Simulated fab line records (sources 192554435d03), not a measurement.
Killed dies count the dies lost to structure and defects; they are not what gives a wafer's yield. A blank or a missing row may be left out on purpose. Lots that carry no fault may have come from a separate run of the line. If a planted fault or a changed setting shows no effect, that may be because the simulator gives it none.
Lot-split experiment | flow n5 finfet | 7 lots, 21 wafers read, on a route of 1938 steps

THE SPLIT ITSELF
At N5_BEOL_M12_TRENCH_ETCH_34 (etches SiOC in C4F8/O2/Ar, target depth 318.95 nm, time 125.5 s), the setting time s was moved away from the recipe's 125.5 s on 5 of the 21 wafers read, by -20.0% to +7.7%. All remaining wafers had this setting at the recipe value.

FROM THE SPLIT TO THE READING: what the file shows between them, 10 steps
- N5_BEOL_M12_STRIP_70: strips in C4F8/O2/Ar
- N5_BEOL_M12_OCD_MEAS_35
- N5_BEOL_M12_STRIP_37: strips in N2/H2
- N5_BEOL_M12_ETCH_38: etches SiCN in CF4/N2, target depth 68.7 nm, time 73.4 s
- N5_BEOL_M12_ECD_47: material Cu, target thk 720 nm
- N5_BEOL_M12_ANNEAL_48: time 90 s
- N5_BEOL_M12_CMP_49: polishes, stops on SiOC, t overpolish 20.6 s, target thk 320 nm
- N5_BEOL_M12_THK_MEAS_50: measures by xrf
- N5_BEOL_M12_PRE_CLEAN_52: time 15 s
- N5_BEOL_M12_DEP_53: deposits SiCN from 3MS/NH3, target thk 30 nm, time 10.5 s

THE READING
M12_RS (ohm/sq), read at N5_BEOL_M12_RS_MEAS_54 with a four-point probe. Typical for fault-free wafers on this fab line: 0.0602 ohm/sq, with standard deviation 0.00083 ohm/sq.

wafer  | tool, chamber at the split | time s as run, s | against the recipe | M12_RS, ohm/sq | against lot-mates on the recipe
L074.3 | rie diel-01, 2             | 125.5            | recipe             | 0.0604         | -
L074.4 | rie diel-01, 0             | 125.5            | recipe             | 0.0609         | -
L074.5 | rie diel-01, 3             | 125.5            | recipe             | 0.0603         | -
L075.1 | rie diel-04, 3             | 112.9            | -10.0%             | 0.0669         | +0.0076
L075.2 | rie diel-04, 1             | 125.5            | recipe             | 0.0591         | -
L075.3 | rie diel-04, 2             | 125.5            | recipe             | 0.0595         | -
L082.2 | rie diel-03, 0             | 103.6            | -17.5%             | 0.0732         | +0.0117
L082.4 | rie diel-03, 3             | 125.5            | recipe             | 0.0616         | -
L082.6 | rie diel-03, 3             | 125.5            | recipe             | 0.0614         | -
L089.1 | rie diel-03, 2             | 125.5            | recipe             | 0.0605         | -
L089.3 | rie diel-03, 3             | 125.5            | recipe             | 0.0614         | -
L089.4 | rie diel-03, 2             | 114              | -9.2%              | 0.0673         | +0.0063
L094.2 | rie diel-04, 2             | 135.2            | +7.7%              | 0.0563         | -0.0045
L094.3 | rie diel-04, 3             | 125.5            | recipe             | 0.0603         | -
L094.4 | rie diel-04, 3             | 125.5            | recipe             | 0.0613         | -
L093.3 | rie diel-04, 3             | 125.5            | recipe             | 0.0603         | -
L093.4 | rie diel-04, 3             | 125.5            | recipe             | 0.0606         | -
L093.6 | rie diel-04, 0             | 125.5            | recipe             | 0.0599         | -
L096.2 | rie diel-04, 3             | 125.5            | recipe             | 0.0608         | -
L096.4 | rie diel-04, 3             | 100.4            | -20.0%             | 0.0761         | +0.0160
L096.5 | rie diel-04, 0             | 125.5            | recipe             | 0.0595         | -

THE FIT
A straight line over all 21 wafers: M12_RS changes by -0.000726 ohm/sq for each +1% of time s; r = -0.99; the points scatter about the line by 0.0008 ohm/sq.
The same after taking each lot's own level away (the mean of its wafers on the recipe; 21 wafers): -0.000726 ohm/sq for each +1%; r = -0.99; scatter 0.00059 ohm/sq.
According to that fit, moving time s by its largest amount changes the reading by 0.015 ohm/sq.
Across the lots, their own levels run from 0.05930 to 0.06150 ohm/sq, a range of 2.7 times the standard deviation given above.
Hence the lot-to-lot level has little effect on the slope; both slopes agree.
Check: with one of the wafers moved furthest among these (-20.0%) left out of the fit, the line predicts +0.0136 ohm/sq for it against its lot-mates. Against them it came out at +0.016 ohm/sq.

THE OTHER SPLITS THESE WAFERS WENT THROUGH
Before the reading, these wafers also passed through other splits. Each is held against what the fit with the lots' levels taken away leaves over:
other split on the same wafers      | wafers away from the commonest value | r with M12_RS (lot level and that fit taken away)
N5_BEOL_M9_ILD_DEP_00 time s        | 8                                    | -0.15
N5_BEOL_M9_TRENCH_ETCH_37 source w  | 6                                    | -0.03
N5_BEOL_M10_PEB_26 peb time s       | 6                                    | -0.17
N5_BEOL_M10_TRENCH_ETCH_37 bias w   | 11                                   | -0.23
N5_BEOL_M11_PEB_26 peb time s       | 9                                    | +0.03
N5_BEOL_M11_TRENCH_ETCH_37 source w | 6                                    | -0.08
N5_BEOL_M12_ETCH_67 source w        | 9                                    | +0.06

THE WHOLE CHAIN: every reading that the file lists as answering this split, in the file's order
step                       | what it does                                                    | reading                                                                       | change (the file's fit)               | r (the file's)
N5_BEOL_M12_TRENCH_ETCH_34 | etches SiOC in C4F8/O2/Ar, target depth 318.95 nm, time 125.5 s | etch.depth nm (the simulator's own value, which no gauge read)                | +3.08 nm for each +1% of the setting  | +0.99
N5_BEOL_M12_OCD_MEAS_35    |                                                                 | trench depth nm                                                               | +3.08 nm for each +1% of the setting  | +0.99
N5_BEOL_M12_CMP_49         | polishes, stops on SiOC, t overpolish 20.6 s, target thk 320 nm | Cu_of_BEOL_M12_ECD_47.thk nm (the simulator's own value, which no gauge read) | +3.06 nm for each +1% of the setting  | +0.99
N5_BEOL_M12_THK_MEAS_50    | measures by xrf                                                 | M12_THK                                                                       | +3.12 for each +1% of the setting     | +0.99
N5_BEOL_M12_RS_MEAS_54     | measures by four-point-probe                                    | M12_RS                                                                        | -0.000729 for each +1% of the setting | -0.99

FILE'S OWN FIT
M12_RS changes by -0.000729 ohm/sq for each +1% of time s, r = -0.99.
